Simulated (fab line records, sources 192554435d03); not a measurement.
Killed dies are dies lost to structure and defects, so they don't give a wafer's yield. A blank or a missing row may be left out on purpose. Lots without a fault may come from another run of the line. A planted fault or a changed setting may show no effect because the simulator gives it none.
Chamber matching | flow n5_finfet | N5_BEOL_M7_CURE_74 on uv_cure-03: 3 sister chambers
The step cures SiCOH lowk, time 240 s. 3 wafers are shown with their chamber, then 10 later ones without.

WAFERS WITH THEIR CHAMBER
wafer  | chamber | wafer_temp_C_max
L077.5 | 1       | 386.5
L093.6 | 0       | 385.9
L094.4 | 2       | 386.0

WAFERS WITHOUT THEIR CHAMBER
wafer  | wafer_temp_C_max
L094.6 | 386.0
L094.2 | 386.1
L094.3 | 386.8
L094.5 | 386.5
L096.2 | 386.2
L096.4 | 386.2
L096.5 | 386.6
L091.3 | 386.1
L091.4 | 386.5
L091.5 | 386.3

WHICH CHAMBER EACH WENT THROUGH
wafer  | from the rows above          | in truth
L094.6 | can't be placed: 2 or 0      | 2
L094.2 | can't be placed: 2 or 0 or 1 | 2
L094.3 | 1                            | 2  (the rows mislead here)
L094.5 | 1                            | 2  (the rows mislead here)
L096.2 | can't be placed: 2 or 0 or 1 | 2
L096.4 | can't be placed: 2 or 0 or 1 | 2
L096.5 | 1                            | 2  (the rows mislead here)
L091.3 | can't be placed: 2 or 0 or 1 | 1
L091.4 | 1                            | 1
L091.5 | can't be placed: 1 or 2 or 0 | 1
Placed correctly: 1 of 10. Can't be placed from these rows: 6 (the true chamber is among the candidates in 6). Placed wrongly: 3.
How it was worked out, from the rows above alone: a wafer's distance from a chamber is the root of the sum, over the readings, of the square of ((its reading less the chamber's mean) divided by the reading's scatter). The wafer belongs to the nearest chamber; if the next one is less than 2 further off, it can't be placed. A chamber's mean is the mean of its shown wafers. The scatter: with one shown wafer a chamber, the root of the mean of the squares of how far each hidden wafer lies from its nearest shown one.
